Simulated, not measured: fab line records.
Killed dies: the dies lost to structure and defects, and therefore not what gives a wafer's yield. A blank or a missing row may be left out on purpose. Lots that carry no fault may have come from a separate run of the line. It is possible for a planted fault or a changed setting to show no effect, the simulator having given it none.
Matching of chambers | flow nand harc | rie diel-08 running NHARC_P_ZERO_WELL_DESCUM_26: 4 sister chambers
The step chemistry O2, time 3 s. 4 wafers are shown with their chamber, then 8 later ones without.

EACH WAFER AND ITS CHAMBER
wafer  | chamber | drypump motor current A (A)
L076.3 | 2       | 5.7
L084.5 | 3       | 6.0
L084.6 | 0       | 6.0
L085.1 | 1       | 5.3

WAFERS WITHOUT THEIR CHAMBER
wafer  | drypump motor current A (A)
L085.4 | 6.1
L085.5 | 6.0
L087.1 | 6.0
L087.5 | 6.0
L087.6 | 5.3
L088.1 | 6.0
L088.3 | 5.3
L088.5 | 6.0

WHICH CHAMBER EACH ONE RAN IN
wafer  | from the rows above     | in truth
L085.4 | can't be placed: 0 or 3 | 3
L085.5 | can't be placed: 0 or 3 | 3
L087.1 | can't be placed: 0 or 3 | 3
L087.5 | can't be placed: 0 or 3 | 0
L087.6 | 1                       | 1
L088.1 | can't be placed: 0 or 3 | 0
L088.3 | 1                       | 1
L088.5 | can't be placed: 0 or 3 | 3
2 of 8 placed correctly. These rows do not allow placing 6 (true chamber among the candidates in 6). Number placed wrongly: 0.
How it was worked out, from the rows above alone: a wafer's distance from a chamber is the root of the sum, over the readings, of the square of ((its reading less the chamber's mean) divided by the reading's scatter). If the next closest chamber is less than 2 further off than the closest, the wafer can't be placed; otherwise it belongs to the closest. The mean given for a chamber averages the wafers shown for that chamber. The scatter (one wafer shown for each chamber): square how far every hidden wafer sits from the nearest shown wafer, average those squares and take the square root.
